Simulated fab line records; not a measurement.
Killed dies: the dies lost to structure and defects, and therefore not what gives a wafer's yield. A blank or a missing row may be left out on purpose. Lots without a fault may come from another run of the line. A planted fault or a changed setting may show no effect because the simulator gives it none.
Problem report in the 8D (eight disciplines) form, filled by code || flow n5_finfet || the parts of the form that need people (team, actions taken, sign-off) are left out

1. THE ISSUE
At N5_BEOL_M11_OCD_MEAS_38, trench_depth_nm averages 187.2 nm over 4 wafers from 3 lots, while fault-free wafers read 148.5 nm, standard deviation 1.9. That is +20 standard deviations from the usual mean.
First seen on wafer L663.5, day 12 06:19, on ocd-01. The record has a number at this step for 19 wafers belonging to 7 lots. Rule for "out", or "out of limits": more than 4 standard deviations from the usual mean. Any other wafer with a number is counted as sound.

2. WHAT IT IS, AND WHAT IT ISN'T
{"question": "which readings at this step", "is": "trench_depth_nm", "is not": "-"}
{"question": "which lots", "is": "L663, L664, L665", "is not": "L658, L661, L678, L679"}
{"question": "which wafers of those lots", "is": "L663.5, L664.1, L664.5, L665.5", "is not": "L663.6, L665.2, L665.6"}
{"question": "read on which gauges", "is": "ocd-01, ocd-02", "is not": "-"}
{"question": "when", "is": "from day 12 06:19", "is not": "up to then (7 sound wafers); but 8 sound wafers of L665, L678, L679 came after"}

3. THE SUSPECTS, EACH WITH WHAT RULES IT OUT
Counting: any tool at a process step up to the reading remains a suspect provided it ran every lot that is out. Sound lots after the first of them don't rule it out here, since some wafers of a struck lot are sound.
- the gauge at N5_BEOL_M11_OCD_MEAS_38: ruled out. Those wafers that are out were read across 2 gauges (ocd-01, ocd-02).
- rie_diel-06 at N5_BEOL_M11_DESCUM_33 (chemistry O2, time 7.9 s): kept. It ran every lot that is out, first L663 (day 12 05:50); its last sound lot up to then is L661 (day 12 00:16).
- rie_diel-06 at N5_BEOL_M11_TRENCH_ETCH_37 (etches SiCOH lowk in C4F6/O2, target depth 148.83 nm, time 48 s): kept. It ran every lot that is out, first L663 (day 12 06:09); its last sound lot up to then is L661 (day 12 00:35). Its own readings are out on those wafers: run_length_s.
After counting, rie_diel-06 at N5_BEOL_M11_DESCUM_33 and rie_diel-06 at N5_BEOL_M11_TRENCH_ETCH_37 remain.

4. THE CAUSE (what the simulator had put in)
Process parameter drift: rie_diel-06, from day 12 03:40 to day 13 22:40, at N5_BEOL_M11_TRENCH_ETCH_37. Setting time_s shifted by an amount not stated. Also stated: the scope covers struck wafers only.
After counting, 2 suspects remain, this tool included.

5. THE CHAIN OF EFFECTS, in route order
One row per reading whose mean, taken over the struck wafers that have a number, lies over 3 standard deviations from the usual. Scope: only readings with a usual standard deviation given in the record; hours: median across lots of the time from each lot's start at the first step in this table that gives one to its start at this step; sigmas: change in usual standard deviations.
{"hours": 0, "step": "N5_BEOL_M11_TRENCH_ETCH_37", "reading": "run_length_s", "usual": "71.4 s", "on struck wafers": 83.6, "change": "+12.2", "sigmas": "+24"}
{"hours": 0, "step": "N5_BEOL_M11_OCD_MEAS_38", "reading": "trench_depth_nm", "usual": "148.5 nm", "on struck wafers": 187.2, "change": "+38.7", "sigmas": "+20"}
{"hours": 3, "step": "N5_BEOL_M11_THK_MEAS_53", "reading": "M11_THK", "usual": "138.0 nm", "on struck wafers": 177.3, "change": "+39.3", "sigmas": "+16"}
{"hours": 3, "step": "N5_BEOL_M11_RS_MEAS_57", "reading": "M11_RS", "usual": "0.1509 ohm/sq", "on struck wafers": 0.1155, "change": -0.0354, "sigmas": -14}
{"hours": 30, "step": "N5_BEOL_M15_RC_MEAS_101", "reading": "SERP_M11", "usual": "3.07 ohm/um", "on struck wafers": 2.35, "change": -0.72, "sigmas": -12}
{"hours": 30, "step": "N5_BEOL_M15_RC_MEAS_101", "reading": "SERP_M11_max_site", "usual": "3.17 ohm/um", "on struck wafers": 2.46, "change": -0.71, "sigmas": -10}
The process steps in it:
- N5_BEOL_M11_TRENCH_ETCH_37: etches SiCOH lowk in C4F6/O2, target depth 148.83 nm, time 48 s.

6. WHAT WOULD HAVE CAUGHT IT SOONER
3 hours passed between the start of the fault at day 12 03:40 and the first reading out of limits at a measuring or inspecting step in this record, taken at day 12 06:19.
The tool's own readings at N5_BEOL_M11_TRENCH_ETCH_37 were out on every struck wafer that the step has a row for (run_length_s): an alarm limit on them would have fired on the first of those.
L664, L665, from the lots that are out (3), started N5_BEOL_M11_TRENCH_ETCH_37 on rie_diel-06 later than day 12 06:19. A hold on the tool at that time would have spared those 2.
